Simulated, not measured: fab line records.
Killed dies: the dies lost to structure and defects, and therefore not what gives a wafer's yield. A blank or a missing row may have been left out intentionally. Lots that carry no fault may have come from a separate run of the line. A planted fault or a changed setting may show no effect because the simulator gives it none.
Comparing a struck lot with a sound one :: flow n5 finfet :: 17 steps out of a route of 1938
Sound: wafers L198.1, L198.2, L198.5. Struck: wafer L205.6 (L205.4, L205.5, from the same lot, were not struck and are left out); the cause is given at the end.
At each step with rows: each side's tool, then ch and its chambers, then its first start. Under that, the readings that differ: sound wafers :: struck wafers :: difference of the means :: sigmas: that difference in standard deviations of wafers without a fault.
alike: same words and numbers on both sides, and readings whose means sit less than 2 such deviations apart. not compared: any withheld reading, any reading some wafer has no value for, any bound like >300 that may hide the same value, and any number with overlapping values for which the record gives no deviation.
The two part at a step that has a row with sigmas, a row that says differs or no value, or rows on one side only. Non-overlapping numbers with no deviation appear without sigmas and do not part them. Lack of a reading on every wafer of one side parts them only where that side has two or more wafers.

first, 9 steps without rows for these wafers: N5_DUMMY_GATE_COAT_34 (time 60 s, resist thk 60 nm); N5_DUMMY_GATE_COAT_35 (time 60 s, resist thk 10 nm); N5_DUMMY_GATE_COAT_28 (time 60 s, resist thk 10 nm); N5_DUMMY_GATE_COAT_09 (resist thk 30 nm); N5_DUMMY_GATE_EBR_11; N5_DUMMY_GATE_SOFTBAKE_10 (time 60 s); N5_DUMMY_GATE_EXPOSE_12 (exposes mask GATE, target cd 25 nm); N5_DUMMY_GATE_PEB_13 (peb time 60 s); N5_DUMMY_GATE_DEVELOP_14 (develop time 30 s).
N5_DUMMY_GATE_CD_MEAS_15: the cd target is 25.8 nm.
  sound on cd sem-02 ch 0, day 6 13:08; struck on cd sem-03 ch 0, day 8 05:26
  alike: cd nm
N5_DUMMY_GATE_OVL_MEAS_16:
  sound on overlay-01 ch 0, day 6 13:10; struck on overlay-02 ch 0, day 8 05:29
  alike: GATE_OVL
N5_DUMMY_GATE_INSPECT_17: inspects for defects (brightfield).
  sound on defect inspect-02, day 6 13:14; struck on defect inspect-01, day 8 05:31
  alike: raw defect count
N5_DUMMY_GATE_DESCUM_20: chemistry O2, time 6.2 s.
  sound on rie diel-04 ch 0,1, day 6 13:20; struck on rie diel-04 ch 3, day 8 05:35
reading: model.CAR-EUV_of_DUMMY_GATE_COAT_09.thk nm (nm)
sound: 26.4 26.4 26.4
struck: 25.8
difference: -0.6
sigmas: 
  alike: drypump motor current A, oes product au, rf vpp V, showerhead plenum p Torr, throttle valve pct
  not compared: rf hours counter h
N5_DUMMY_GATE_ETCH_29: etches underlayer in N2/H2, target depth 13 nm.
  sound on rie diel-04 ch 0,1, day 6 13:23; struck on rie diel-04 ch 3, day 8 05:38
reading: model.CAR-EUV_of_DUMMY_GATE_COAT_09.thk nm (nm)
sound: 18.6 18.8 18.6
struck: 18
difference: -1
sigmas: 
  alike: drypump motor current A, h2 flow sccm, oes product au, rf vpp V, showerhead plenum p Torr, throttle valve pct
  not compared: rf hours counter h
N5_DUMMY_GATE_ETCH_36: etches SiARC in CF4, target depth 13 nm.
  sound on rie diel-04 ch 0,1, day 6 13:26; struck on rie diel-04 ch 3, day 8 05:41
  alike: drypump motor current A, oes product au, rf vpp V, showerhead plenum p Torr, throttle valve pct
  not compared: rf hours counter h
-- the record jumps here: 5 days lie between the struck wafers' starts before and after (it left off in module DUMMY_GATE and takes up again in module BEOL_M4, whose first step shown is number 1111 of the route) --
N5_BEOL_M4_RC_MEAS_101:
  sound on prober-01 ch 0, day 11 14:19; struck on prober-02 ch 0, day 13 03:57
reading: VT_N (mV)
sound: 254 252 249
struck: 243
difference: -9
sigmas: -3
  alike: DIBL_N, DIBL_P, IOFF_N, IOFF_P, ION_N, ION_P, SS_N, SS_P, VT_P
N5_PASSIVATION_PROBE_49:
  rows exist in the record for the sound wafers here (prober-01, day 15 14:20), none for the struck ones

WHERE THEY PART
Earliest at N5_BEOL_M4_RC_MEAS_101; latest, in this record, at N5_PASSIVATION_PROBE_49.

WHY: what had been put in by the simulator
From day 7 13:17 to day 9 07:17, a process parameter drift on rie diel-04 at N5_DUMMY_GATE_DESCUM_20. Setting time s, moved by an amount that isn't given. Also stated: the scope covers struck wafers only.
